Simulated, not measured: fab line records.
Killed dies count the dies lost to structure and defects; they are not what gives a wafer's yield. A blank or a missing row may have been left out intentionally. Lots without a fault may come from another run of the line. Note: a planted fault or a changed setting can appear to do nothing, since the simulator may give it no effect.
The tool behind it: which one? -- flow n5-finfet -- at 1 step of a route of 1938, 10 lots with 30 wafers sampled

## WHAT THE GAUGES READ, wafer by wafer
N5_START_INSPECT_01: inspects for defects (unpatterned scan).
lot,measured,on,raw-defect-count
L170,day 1 12:02,defect-inspect-02,1 5 5
L172,day 2 00:02,defect-inspect-02,6 3 7
L178,day 3 12:02,defect-inspect-02,6 8 6
L180,day 4 00:02,defect-inspect-02,6 12 8
L185,day 5 06:02,defect-inspect-02,7 4 5
L186,day 5 12:02,defect-inspect-01,4 8 6
L187,day 5 18:02,defect-inspect-01,5 13 8
L188,day 6 00:02,defect-inspect-02,6 8 5
L190,day 6 12:02,defect-inspect-01,2 3 4
L193,day 7 06:02,defect-inspect-01,4 11 6

## WHAT TOOL EACH LOT RAN ON (gives the tool, then ch and the chambers of the sampled wafers, and finally the start)
Before these readings, the record contains no process step.

## THE ANSWER, worked out from the rows above alone
Rule: usual is defined by the lots themselves. Put in order of their means at a reading, lots are off if they are a third of the lots or fewer, leave a main group of 4 or more, and stand apart from it by a gap of 3 or more times the standard deviation of the main group's means; of several such gaps the widest counts. Not used: any main group whose means are identical at the precision the tables above print for the reading. A lot without any number at a reading at which 4 lots or more have one is off too. Where the step has rows for the other lots, those lots are counted as sound.
No lot is off on any of the readings shown, so nothing can be concluded from this.

## WHAT THE SIMULATOR HAD INSERTED
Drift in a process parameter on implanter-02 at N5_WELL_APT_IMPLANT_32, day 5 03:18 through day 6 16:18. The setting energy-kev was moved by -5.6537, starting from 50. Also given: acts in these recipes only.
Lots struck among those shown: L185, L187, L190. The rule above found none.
